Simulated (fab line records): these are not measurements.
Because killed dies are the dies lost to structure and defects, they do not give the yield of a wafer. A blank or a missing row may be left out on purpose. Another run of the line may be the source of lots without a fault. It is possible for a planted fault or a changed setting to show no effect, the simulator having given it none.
Chamber matching -- flow n5_finfet -- pecvd-03 running N5_BEOL_M2_PECVD_72: 3 sister chambers
The step deposits SiO2 from TEOS/O2, target thk 16 nm, time 18 s. 22 wafers are shown with their chamber, then 11 later ones without.

## WAFERS, EACH WITH ITS CHAMBER
wafer,chamber,throttle_valve_pct (%),showerhead_plenum_p_Torr (Torr),heater_power_w (W)
L075.1,1,22.2,8.81,662
L075.4,2,21.9,8.85,796
L075.5,0,23.4,8.68,727
L079.1,0,23.2,8.73,718
L079.5,2,21.6,8.88,782
L079.6,1,22.3,8.82,739
L080.1,2,21.8,8.86,676
L080.4,0,23.4,8.71,719
L080.6,2,22.0,8.90,677
L081.4,0,23.6,8.70,713
L081.5,0,23.3,8.71,704
L081.6,1,22.4,8.78,724
L083.1,2,21.9,8.87,805
L083.2,0,23.1,8.70,597
L083.4,0,23.5,8.73,604
L084.1,1,22.3,8.79,603
L084.2,2,22.0,8.86,782
L084.3,0,23.0,8.68,599
L088.1,0,23.1,8.73,723
L088.3,1,22.4,8.80,593
L088.4,1,22.4,8.80,603
L091.2,0,23.7,8.71,729

SIGNATURES (means of the wafers above)
reading,chamber 0,chamber 1,chamber 2,scatter within a chamber
throttle_valve_pct,23.330,22.333,21.867,0.182
showerhead_plenum_p_Torr,8.7080,8.8000,8.8700,0.0174
heater_power_w,683.30,654.00,753.00,60.4
Rule: distance of a wafer from a chamber = root of the sum over the readings of ((wafer's reading minus chamber's mean) / reading's scatter) squared. If the next closest chamber is less than 2 further off than the closest, the wafer can't be placed; otherwise it belongs to the closest. How the scatter is found: for the shown wafers, subtract from each reading the mean of its chamber, square and add these, divide the total by (wafers less chambers), then take the root.

## WAFERS WHOSE CHAMBER IS MISSING
wafer,throttle_valve_pct (%),showerhead_plenum_p_Torr (Torr),heater_power_w (W)
L091.5,22.2,8.81,654
L091.6,23.4,8.71,745
L092.1,21.8,8.89,696
L092.4,23.1,8.70,699
L092.6,22.3,8.88,700
L093.3,23.7,8.70,608
L093.4,23.1,8.73,598
L093.6,22.1,8.81,725
L097.1,22.1,8.86,822
L097.2,22.9,8.70,640
L097.5,22.1,8.86,842

## THE CHAMBER EACH PASSED THROUGH
wafer,from the rows above,in truth
L091.5,1,1
L091.6,0,0
L092.1,2,2
L092.4,0,0
L092.6,2,2
L093.3,0,0
L093.4,0,0
L093.6,can't be placed: 1 or 2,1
L097.1,2,2
L097.2,0,0
L097.5,2,2
10 of 11 placed correctly. Cannot be placed on the basis of these rows: 1; the candidates contain the true chamber in 1. 0 placed wrongly.
